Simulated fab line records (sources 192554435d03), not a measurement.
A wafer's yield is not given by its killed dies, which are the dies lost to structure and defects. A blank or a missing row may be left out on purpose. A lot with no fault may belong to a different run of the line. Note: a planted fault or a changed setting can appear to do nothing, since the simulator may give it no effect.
Chamber matching || flow n5 finfet || N5_BEOL_M2_STRIP_66 on rie diel-01: 4 sister chambers
The step strips in CF4. 8 wafers are shown with their chamber, then 9 later ones without.

## WAFERS, EACH WITH ITS CHAMBER
{"wafer": "L076.6", "chamber": 3, "drypump motor current A (A)": 4.9, "showerhead plenum p Torr (Torr)": 1.77}
{"wafer": "L079.4", "chamber": 3, "drypump motor current A (A)": 4.8, "showerhead plenum p Torr (Torr)": 1.77}
{"wafer": "L086.1", "chamber": 2, "drypump motor current A (A)": 6.3, "showerhead plenum p Torr (Torr)": 1.75}
{"wafer": "L089.5", "chamber": 0, "drypump motor current A (A)": 4.9, "showerhead plenum p Torr (Torr)": 1.78}
{"wafer": "L089.6", "chamber": 1, "drypump motor current A (A)": 4.7, "showerhead plenum p Torr (Torr)": 1.84}
{"wafer": "L093.3", "chamber": 0, "drypump motor current A (A)": 4.9, "showerhead plenum p Torr (Torr)": 1.77}
{"wafer": "L093.5", "chamber": 1, "drypump motor current A (A)": 4.7, "showerhead plenum p Torr (Torr)": 1.84}
{"wafer": "L093.6", "chamber": 2, "drypump motor current A (A)": 6.3, "showerhead plenum p Torr (Torr)": 1.74}

## WAFERS WITH NO CHAMBER GIVEN
{"wafer": "L094.1", "drypump motor current A (A)": 6.3, "showerhead plenum p Torr (Torr)": 1.74}
{"wafer": "L094.3", "drypump motor current A (A)": 4.9, "showerhead plenum p Torr (Torr)": 1.77}
{"wafer": "L094.5", "drypump motor current A (A)": 6.3, "showerhead plenum p Torr (Torr)": 1.74}
{"wafer": "L096.3", "drypump motor current A (A)": 4.9, "showerhead plenum p Torr (Torr)": 1.77}
{"wafer": "L096.5", "drypump motor current A (A)": 4.9, "showerhead plenum p Torr (Torr)": 1.77}
{"wafer": "L096.6", "drypump motor current A (A)": 4.7, "showerhead plenum p Torr (Torr)": 1.83}
{"wafer": "L095.3", "drypump motor current A (A)": 4.9, "showerhead plenum p Torr (Torr)": 1.77}
{"wafer": "L095.4", "drypump motor current A (A)": 6.3, "showerhead plenum p Torr (Torr)": 1.74}
{"wafer": "L095.5", "drypump motor current A (A)": 6.3, "showerhead plenum p Torr (Torr)": 1.74}

## THE CHAMBER EACH PASSED THROUGH
{"wafer": "L094.1", "from the rows above": 2, "in truth": 2}
{"wafer": "L094.3", "from the rows above": "can't be placed: 0 or 3", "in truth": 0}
{"wafer": "L094.5", "from the rows above": 2, "in truth": 2}
{"wafer": "L096.3", "from the rows above": "can't be placed: 0 or 3", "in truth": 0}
{"wafer": "L096.5", "from the rows above": "can't be placed: 0 or 3", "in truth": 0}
{"wafer": "L096.6", "from the rows above": 1, "in truth": 1}
{"wafer": "L095.3", "from the rows above": "can't be placed: 0 or 3", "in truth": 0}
{"wafer": "L095.4", "from the rows above": 2, "in truth": 2}
{"wafer": "L095.5", "from the rows above": 2, "in truth": 2}
Placed correctly: 5 of 9. These rows do not allow placing 4 (true chamber among the candidates in 4). 0 placed wrongly.
How it was worked out, from the rows above alone: a wafer's distance from a chamber is the root of the sum, over the readings, of the square of ((its reading less the chamber's mean) divided by the reading's scatter). If the next closest chamber is less than 2 further off than the closest, the wafer can't be placed; otherwise it belongs to the closest. A chamber's mean is the mean of its shown wafers. The scatter is the square root of a quotient: the sum, over the shown wafers, of each reading's squared deviation from its chamber's mean, divided by wafers minus chambers.
